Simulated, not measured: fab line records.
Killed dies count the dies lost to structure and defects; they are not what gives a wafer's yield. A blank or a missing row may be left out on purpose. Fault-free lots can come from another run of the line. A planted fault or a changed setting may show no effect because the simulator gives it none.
Which of the tools did it? | flow nand-harc | 13 lots, 39 wafers sampled, at 5 steps of a route of 1302

== WHAT THE GAUGES SHOWED, per wafer ==
NHARC_THIN_TSV_THK_MEAS_02: measures by ir. Usual: thk-nm 3006 nm, standard deviation 200.
lot  | measured     | on            | thk-nm (nm)    | flag
L960 | day 23 12:54 | film-metro-02 | 2739 3248 3117 |
L962 | day 24 03:44 | film-metro-02 | 3472 3429 3002 |
L964 | day 24 16:53 | film-metro-02 | 3055 2816 3403 |
L965 | day 25 01:55 | film-metro-01 | 2785 2655 2994 |
L968 | day 27 05:22 | film-metro-02 | 2852 2712      |
L970 | day 27 17:54 | film-metro-02 | 2885 3066      |
L971 | day 27 19:07 | film-metro-02 | 2983 2918 2857 |
L976 | day 29 20:10 | film-metro-02 | 3035 2976 3068 |
L978 | day 30 18:35 | film-metro-02 | 3029 3218 2662 |
L979 | day 32 02:40 | film-metro-01 | 3049 3235 2807 |
L980 | day 32 03:53 | film-metro-02 | 3082 3042 3172 |
L982 | day 32 19:48 | film-metro-02 | 2937 3106 3146 |
L983 | day 34 06:09 | film-metro-01 | 3125 3386 3106 |

NHARC_THIN_TSV_CD_MEAS_12: target cd 1000 nm. Usual: cd-nm 999.4 nm, standard deviation 2.
lot  | measured     | on        | cd-nm (nm)           | flag
L960 | day 23 13:50 | cd-sem-01 | 997.9 996.0 995.5    |
L962 | day 24 04:46 | cd-sem-03 | 997.7 1002.0 997.9   |
L964 | day 24 17:49 | cd-sem-01 | 1001.3 998.2 1001.0  |
L965 | day 25 02:51 | cd-sem-01 | 1001.7 999.2 1002.0  |
L968 | day 27 06:26 | cd-sem-03 | 995.5 998.1          |
L970 | day 27 19:24 | cd-sem-02 | 996.2 998.7          |
L971 | day 27 20:02 | cd-sem-02 | 1002.8 1001.1 999.1  |
L976 | day 29 21:13 | cd-sem-02 | 999.7 1000.8 1001.0  |
L978 | day 30 19:38 | cd-sem-03 | 1000.8 1000.8 1002.2 |
L979 | day 32 03:43 | cd-sem-03 | 996.0 997.2 998.0    |
L980 | day 32 04:56 | cd-sem-01 | 997.4 996.5 999.2    |
L982 | day 32 20:59 | cd-sem-03 | 1001.8 1000.6 1001.6 |
L983 | day 34 07:04 | cd-sem-02 | 1001.3 999.8 1003.6  |

NHARC_THIN_TSV_CD_MEAS_16. Usual: cd-nm 999.4 nm, standard deviation 2.1.
lot  | measured     | on        | cd-nm (nm)           | flag
L960 | day 23 14:47 | cd-sem-02 | 998.8 996.9 995.9    |
L962 | day 24 05:44 | cd-sem-03 | 997.6 1002.2 997.3   |
L964 | day 24 18:47 | cd-sem-01 | 1001.5 997.2 1000.3  |
L965 | day 25 03:49 | cd-sem-03 | 1001.0 997.9 1002.2  |
L968 | day 27 07:23 | cd-sem-03 | 995.4 998.2          |
L970 | day 27 20:22 | cd-sem-01 | 996.4 998.6          |
L971 | day 27 20:59 | cd-sem-02 | 1002.7 1001.2 999.9  |
L976 | day 29 22:10 | cd-sem-02 | 1000.5 1000.9 1001.6 |
L978 | day 30 20:36 | cd-sem-01 | 999.9 1000.1 1002.6  |
L979 | day 32 04:41 | cd-sem-02 | 995.4 996.1 998.0    |
L980 | day 32 05:53 | cd-sem-01 | 997.1 996.3 998.2    |
L982 | day 32 21:58 | cd-sem-03 | 1002.5 1001.6 1001.8 |
L983 | day 34 08:05 | cd-sem-03 | 1002.0 1000.5 1004.0 |

NHARC_END_SORT_01. Usual: defect-limited-yield 91.6 %, standard deviation 2.8; killed-at-array 52, standard deviation 18; killed-at-other 0.6, standard deviation 0.83; killed-at-periphery 4.3, standard deviation 2.8; killed-dies 57, standard deviation 19; killed-open 3.4, standard deviation 2; killed-short 2.5, standard deviation 1.7; sort_bin_2_pct 3.0 %, standard deviation 1.1; sort_bin_3_pct 0.6 %, standard deviation 0.41; sort_bin_4_pct 4.7 %, standard deviation 1.6; sort-n-pass 620, standard deviation 19; sort-rim-yield-pct 91 %, standard deviation 3.7; sort-yield-pct 91.6 %, standard deviation 2.8.
lot  | measured     | on        | defect-limited-yield (%) | killed-at-array | killed-at-other | killed-at-periphery | killed-dies | killed-open | killed-short | sort_bin_2_pct (%) | sort_bin_3_pct (%) | sort_bin_4_pct (%) | sort-n-pass | sort-rim-yield-pct (%) | sort-yield-pct (%) | flag
L968 | day 27 22:25 | prober-02 | 90.0 91.3 0              | 66 55 66        | 1 1 2           | 1 3 609             | 68 59 677   | 4 6 4       | 2 4 2        | 4.0 3.7 93.2       | 0.9 0.9 0.1        | 5.2 4.1 6.6        | 609 618 0   | 93 88 0                | 90.0 91.3 0        | OFF
L970 | day 28 11:14 | prober-01 | 95.6 0 95.9              | 23 16 25        | 4 0 1           | 3 661 2             | 30 677 28   | 8 1 4       | 3 5 6        | 1.2 97.9 2.1       | 0.3 0.4 0          | 3.0 1.6 2.1        | 647 0 649   | 94 0 95                | 95.6 0 95.9        | OFF

== WHICH TOOL RAN EACH LOT (tool, then ch and the chambers of the sampled wafers, then the start) ==
lot  | NHARC_P_M0_DEP_00
L960 | pecvd-04 ch 0,1,2, day 5 18:13
L962 | pecvd-02 ch 1,2, day 6 21:35
L964 | pecvd-01 ch 0,1, day 7 19:23
L965 | pecvd-02 ch 0,1, day 8 00:03
L968 | pecvd-02 ch 0,1,2, day 9 08:24
L970 | pecvd-02 ch 1,2, day 10 10:00
L971 | pecvd-04 ch 0,2, day 10 12:33
L976 | pecvd-01 ch 0,1, day 12 18:54
L978 | pecvd-01 ch 0,2, day 13 15:14
L979 | pecvd-02 ch 0,2, day 14 04:20
L980 | pecvd-02 ch 0,1,2, day 14 08:21
L982 | pecvd-02 ch 0,1,2, day 15 05:00
L983 | pecvd-01 ch 0,1,2, day 15 08:58
- NHARC_P_M0_DEP_00: deposits SiOC, target thk 150 nm.

== AS READ BY THE TOOLS THEMSELVES (means over the sampled wafers that have a number; for cases with no such wafer, the mark the record gives instead) ==
NHARC_P_M0_DEP_00. Usual: showerhead-vpp-V 1504 V, standard deviation 61.
lot  | tool     | showerhead-vpp-V (V) | flag
L960 | pecvd-04 | 1578                 |
L962 | pecvd-02 | 1452                 |
L964 | pecvd-01 | 1522                 |
L965 | pecvd-02 | 1452                 |
L968 | pecvd-02 | 1459                 |
L970 | pecvd-02 | 1466                 |
L971 | pecvd-04 | 1597                 |
L976 | pecvd-01 | 1539                 |
L978 | pecvd-01 | 1475                 |
L979 | pecvd-02 | 1471                 |
L980 | pecvd-02 | 1473                 |
L982 | pecvd-02 | 1462                 |
L983 | pecvd-01 | 1501                 |

== THE ANSWER, worked out from the rows above alone ==
Rule: a lot is off if the mean of its wafers that have a number lies more than 3 standard deviations from the usual mean. Also off: a lot with no number at a reading for which 4 or more lots have one. Any other lot the step has rows for is counted as sound. After the gauges, taken in route order, come the tools' own readings; for these a lot's mean is taken, as printed above. The first step at which some lot is off is used, and at that step the reading that is off furthest; a lot without a number counts as furthest.
Off: L968, L970 (NHARC_END_SORT_01, killed-at-periphery). Neither off nor sound, because the step has no rows for them: L960, L962, L964, L965, L971, L976, L978, L979, L980, L982, L983.
If a tool, at a process step before that reading, ran all the lots that are off and no sound lot after the first of them, it fits. Gauges at NHARC_END_SORT_01: tried the same way as those tools. One fits: NHARC_P_M0_DEP_00 on pecvd-02. It ran no sound lot before its first lot that is off in this sample, so the start can't be narrowed down.

== WHAT THE SIMULATOR PUT IN ==
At NHARC_P_M0_DEP_00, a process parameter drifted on pecvd-02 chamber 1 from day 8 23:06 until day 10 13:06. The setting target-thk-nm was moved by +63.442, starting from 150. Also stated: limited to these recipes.
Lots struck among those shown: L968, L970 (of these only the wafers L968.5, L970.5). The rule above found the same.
